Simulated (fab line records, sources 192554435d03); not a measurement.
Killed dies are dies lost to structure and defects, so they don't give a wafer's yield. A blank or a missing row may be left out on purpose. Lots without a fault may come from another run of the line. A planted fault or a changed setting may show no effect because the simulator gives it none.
Split-lot experiment | flow n5_finfet | 7 lots, 39 wafers read, on a route of 1938 steps

THE SPLIT
At N5_MOL_CONTACT_COAG_CONTACT_ETCH_14 (etches SiO2 in C4F6/O2, target depth 27.5 nm, overetch 8.5 nm, time 20 s), the setting source_w was moved away from the recipe's 370 W on 12 of the 39 wafers read, by -7.3% to +12.6%. The other wafers ran this setting at the recipe's value.

The reading is taken at the split's own step.

THE READING
rf_vpp_V, in V, at N5_MOL_CONTACT_COAG_CONTACT_ETCH_14 (etches SiO2 in C4F6/O2, target depth 27.5 nm, overetch 8.5 nm, time 20 s). Fault-free wafers of this fab line usually give 692.9 V, standard deviation 2.8 V.

wafer  | tool, chamber at the split | source_w as run, W | against the recipe | rf_vpp_V, V | against lot-mates on the recipe
L074.1 | rie_diel-02, 2             | 370                | recipe             | 689.3       | -
L074.2 | rie_diel-02, 1             | 370                | recipe             | 693.0       | -
L074.3 | rie_diel-02, 0             | 370                | recipe             | 689.4       | -
L074.4 | rie_diel-02, 2             | 370                | recipe             | 688.7       | -
L074.5 | rie_diel-02, 0             | 370                | recipe             | 689.9       | -
L074.6 | rie_diel-02, 1             | 370                | recipe             | 695.1       | -
L077.1 | rie_diel-01, 0             | 370                | recipe             | 694.8       | -
L077.2 | rie_diel-01, 3             | 416.6              | +12.6%             | 662.9       | -30.7
L077.3 | rie_diel-01, 1             | 416.6              | +12.6%             | 670.8       | -22.8
L077.4 | rie_diel-01, 2             | 370                | recipe             | 693.8       | -
L077.5 | rie_diel-01, 3             | 370                | recipe             | 692.1       | -
L077.6 | rie_diel-01, 0             | 416.6              | +12.6%             | 671.9       | -21.7
L081.3 | rie_diel-01, 1             | 370                | recipe             | 694.3       | -
L081.5 | rie_diel-01, 0             | 370                | recipe             | 693.9       | -
L081.6 | rie_diel-01, 1             | 370                | recipe             | 695.1       | -
L083.1 | rie_diel-01, 2             | 370                | recipe             | 692.7       | -
L083.2 | rie_diel-01, 3             | 370                | recipe             | 692.3       | -
L083.3 | rie_diel-01, 0             | 345                | -6.8%              | 710.8       | +17.4
L083.4 | rie_diel-01, 1             | 370                | recipe             | 695.1       | -
L083.5 | rie_diel-01, 0             | 345                | -6.8%              | 712.1       | +18.7
L083.6 | rie_diel-01, 3             | 345                | -6.8%              | 703.2       | +9.8
L085.1 | rie_diel-06, 2             | 343                | -7.3%              | 711.2       | +20.3
L085.2 | rie_diel-06, 3             | 370                | recipe             | 688.4       | -
L085.3 | rie_diel-06, 0             | 343                | -7.3%              | 710.3       | +19.4
L085.4 | rie_diel-06, 2             | 370                | recipe             | 696.3       | -
L085.5 | rie_diel-06, 0             | 343                | -7.3%              | 710.7       | +19.8
L085.6 | rie_diel-06, 3             | 370                | recipe             | 687.9       | -
L087.1 | rie_diel-06, 3             | 406.7              | +9.9%              | 666.0       | -28.8
L087.2 | rie_diel-06, 1             | 370                | recipe             | 690.7       | -
L087.3 | rie_diel-06, 0             | 370                | recipe             | 697.4       | -
L087.4 | rie_diel-06, 2             | 406.7              | +9.9%              | 674.8       | -20.0
L087.5 | rie_diel-06, 0             | 370                | recipe             | 696.2       | -
L087.6 | rie_diel-06, 1             | 406.7              | +9.9%              | 671.8       | -23.0
L097.1 | rie_diel-01, 0             | 370                | recipe             | 692.7       | -
L097.2 | rie_diel-01, 3             | 370                | recipe             | 691.1       | -
L097.3 | rie_diel-01, 2             | 370                | recipe             | 693.5       | -
L097.4 | rie_diel-01, 1             | 370                | recipe             | 693.9       | -
L097.5 | rie_diel-01, 2             | 370                | recipe             | 694.0       | -
L097.6 | rie_diel-01, 3             | 370                | recipe             | 691.3       | -

THE FIT
A straight line over all 39 wafers: rf_vpp_V changes by -2.15 V for each +1% of source_w; r = -0.97; the points scatter about the line by 3.1 V.
The same after taking each lot's own level away (the mean of its wafers on the recipe; 39 wafers): -2.26 V for each +1%; r = -0.97; scatter 3 V.
On that fit, the largest move of source_w shifts the reading by 28 V.
The lots' own levels span 690.87 to 694.77 V, that is 1.4 times the standard deviation above.
So the lot-to-lot level changes the slope little: the two slopes agree.
Check: with one of the wafers moved furthest among these (+12.6%) left out of the fit, the line predicts -27.5 V for it against its lot-mates. It came out at -30.7 V against them.
Tool readings at the split's step, against how far the setting was moved: rf_vpp_V r = -0.97.

OTHER SPLITS ON THESE WAFERS
These wafers also went through other splits before the reading. Each is held against what the fit with the lots' levels taken away leaves over:
other split on the same wafers | wafers away from the commonest value | r with rf_vpp_V (lot level and that fit taken away)
N5_DUMMY_GATE_ETCH_37 source_w | 12                                   | +0.08
N5_DUMMY_GATE_ETCH_32 time_s   | 18                                   | +0.00
N5_SPACER0_ALD_08 target_thk_a | 18                                   | -0.26

THE FILE'S OWN FIT
rf_vpp_V changes by -2.25 V for each +1% of source_w, r = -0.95.
